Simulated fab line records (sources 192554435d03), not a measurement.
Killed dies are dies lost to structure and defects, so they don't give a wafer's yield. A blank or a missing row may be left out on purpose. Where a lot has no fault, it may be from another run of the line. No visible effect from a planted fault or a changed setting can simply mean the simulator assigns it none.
Problem report in the 8D (eight disciplines) form, filled by code	flow n5 finfet	the parts of the form that need people (team, actions taken, sign-off) are left out

1. WHAT IS WRONG
Mean of etch rf on time s at N5_GATE_CUT_CUT_ETCH_53: 18.9 s across 3 wafers in 3 lots; on wafers with no fault it is 25.9 s (standard deviation 0.59). Relative to the usual mean, that is a shift of -12 standard deviations.
The step: etches W in SF6/Cl2, target depth 79.2 nm.
Seen first at day 8 14:21 on rie metal-02, wafer L716.5. Wafers with a number at this step in the record: 26, from 10 lots. The rule behind "out" and "out of limits": a value lying over 4 standard deviations away from the usual mean. All remaining wafers that have a number are taken as sound.

2. WHAT IT IS, AND WHAT IT ISN'T
question	is	is not
which readings at this step	etch rf on time s	bias w, drypump motor current A, throttle valve pct
which lots	L716, L718, L719	L701, L702, L704, L705, L707, L708, L714
which wafers of those lots	L716.5, L718.5, L719.5	L716.4, L718.4, L719.2, L719.3
read on which tools	rie metal-02	rie metal-01, rie metal-03
when	from day 8 14:21	up to then (20 sound wafers); but 3 sound wafers of L718, L719 came after

3. THE SUSPECTS, EACH WITH WHAT RULES IT OUT
Counting: a tool at a process step up to the reading stays a suspect if it ran every lot that is out. Sound lots after the first of them don't rule it out here, since some wafers of a struck lot are sound.
- rie diel-02 at N5_GATE_CUT_ETCH_37 (etches SOC in N2/H2, target depth 60 nm, overetch 12 nm, time 90 s): kept. It ran every lot that is out, first L716 (day 8 14:01); its last sound lot up to then is L704 (day 5 10:18).
- rie metal-02 at N5_GATE_CUT_CUT_ETCH_53 (etches W in SF6/Cl2, target depth 79.2 nm): kept. It ran every lot that is out, first L716 (day 8 14:21); its last sound lot up to then is L708 (day 6 15:26). Out on those wafers are its own readings of etch rf on time s.
What counting leaves: rie diel-02 at N5_GATE_CUT_ETCH_37 and rie metal-02 at N5_GATE_CUT_CUT_ETCH_53.

4. THE CAUSE (what the simulator had put in)
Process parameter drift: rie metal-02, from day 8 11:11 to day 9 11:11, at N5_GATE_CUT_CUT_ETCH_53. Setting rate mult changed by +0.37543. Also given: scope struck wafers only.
This tool is one of the 2 suspects left after counting.

5. THE CHAIN OF EFFECTS, in route order
Rows list readings where the struck wafers' mean (over those with a number) sits beyond 3 standard deviations from the usual. Only readings for which the record gives a usual standard deviation are gone through. hours: the time from each lot's start at the first step in this table that gives one to its start at this step, as a median over the lots. sigmas: the change in usual standard deviations.
hours	step	reading	usual	on struck wafers	change	sigmas
0	N5_GATE_CUT_CUT_ETCH_53	etch rf on time s	25.9 s	18.9	-7.0	-12
The process steps in it:
- N5_GATE_CUT_CUT_ETCH_53: etches W in SF6/Cl2, target depth 79.2 nm.
Later steps that measure or inspect, where all struck wafers having a row at the step show a number for every such reading and not one has moved that far: N5_BEOL_M4_RC_MEAS_101.

6. WHAT WOULD HAVE CAUGHT IT SOONER
In this record no reading fell out of limits until day 8 14:21, 3 hours after the fault had begun at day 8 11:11.
